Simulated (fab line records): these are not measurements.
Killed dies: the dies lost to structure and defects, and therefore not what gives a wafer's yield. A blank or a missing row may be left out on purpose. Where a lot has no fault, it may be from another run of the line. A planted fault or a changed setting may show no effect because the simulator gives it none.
Chamber matching | flow n5 finfet | N5_HKMG_FIN_STRIP_92 on rie diel-03 has 4 sister chambers
The step strips SOC in N2/H2, time 20 s. 4 wafers are shown with their chamber, then 9 later ones without.

== WAFERS, EACH WITH ITS CHAMBER ==
wafer  | chamber | showerhead plenum p Torr (Torr)
L082.2 | 2       | 3.26
L082.3 | 1       | 3.55
L082.5 | 0       | 3.25
L082.6 | 3       | 3.54

== WAFERS WITH NO CHAMBER GIVEN ==
wafer  | showerhead plenum p Torr (Torr)
L085.1 | 3.25
L085.4 | 3.54
L085.5 | 3.25
L090.4 | 3.53
L090.5 | 3.25
L090.6 | 3.54
L092.4 | 3.54
L092.5 | 3.54
L092.6 | 3.25

== WHICH CHAMBER EACH WENT THROUGH ==
wafer  | from the rows above | in truth
L085.1 | 0                   | 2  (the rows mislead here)
L085.4 | 3                   | 3
L085.5 | 0                   | 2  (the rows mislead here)
L090.4 | 3                   | 3
L090.5 | 0                   | 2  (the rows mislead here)
L090.6 | 3                   | 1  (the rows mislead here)
L092.4 | 3                   | 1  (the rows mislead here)
L092.5 | 3                   | 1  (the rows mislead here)
L092.6 | 0                   | 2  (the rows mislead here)
Correctly placed: 2 of 9. Number that these rows cannot place: 0. Placed wrongly: 7.
How it was worked out, from the rows above alone: a wafer's distance from a chamber is the root of the sum, over the readings, of the square of ((its reading less the chamber's mean) divided by the reading's scatter). The wafer belongs to the nearest chamber; if the next one is less than 2 further off, it can't be placed. A chamber's mean is the mean of its shown wafers. The scatter (one wafer shown for each chamber): square how far every hidden wafer sits from the nearest shown wafer, average those squares and take the square root.
